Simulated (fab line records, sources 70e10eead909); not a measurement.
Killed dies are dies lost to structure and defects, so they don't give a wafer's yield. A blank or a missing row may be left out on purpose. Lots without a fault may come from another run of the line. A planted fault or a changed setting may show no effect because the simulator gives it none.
Chamber matching | flow nand_harc | NHARC_A_BLC_ETCH_16 on rie_diel-03: 4 sister chambers
The step etches the open film in CF4, target depth 39 nm, time 65 s. 8 wafers are shown with their chamber, then 8 later ones without.

WAFERS WITH THEIR CHAMBER
wafer  | chamber | showerhead_plenum_p_Torr (Torr) | drypump_motor_current_A (A)
L304.1 | 3       | 1.66                            | 5.9
L303.3 | 2       | 1.78                            | 5.6
L305.6 | 3       | 1.66                            | 6.0
L307.6 | 0       | 1.78                            | 6.0
L308.2 | 2       | 1.77                            | 5.7
L308.5 | 1       | 1.65                            | 5.6
L308.6 | 0       | 1.78                            | 5.9
L311.1 | 1       | 1.65                            | 5.6

WAFERS WITHOUT THEIR CHAMBER
wafer  | showerhead_plenum_p_Torr (Torr) | drypump_motor_current_A (A)
L311.5 | 1.66                            | 6.0
L311.6 | 1.77                            | 5.6
L321.1 | 1.65                            | 5.6
L321.3 | 1.78                            | 6.0
L321.5 | 1.65                            | 5.7
L320.2 | 1.65                            | 6.0
L320.4 | 1.78                            | 5.9
L320.5 | 1.78                            | 6.0

WHICH CHAMBER EACH WENT THROUGH
wafer  | from the rows above | in truth
L311.5 | 3                   | 3
L311.6 | 2                   | 2
L321.1 | 1                   | 1
L321.3 | 0                   | 0
L321.5 | 1                   | 1
L320.2 | 3                   | 3
L320.4 | 0                   | 0
L320.5 | 0                   | 0
Placed correctly: 8 of 8. Can't be placed from these rows: 0. Placed wrongly: 0.
How it was worked out, from the rows above alone: a wafer's distance from a chamber is the root of the sum, over the readings, of the square of ((its reading less the chamber's mean) divided by the reading's scatter). The wafer belongs to the nearest chamber; if the next one is less than 2 further off, it can't be placed. A chamber's mean is the mean of its shown wafers. The scatter: the root of (the sum of the squares of (reading less its chamber's mean) over the shown wafers, divided by (wafers less chambers)).
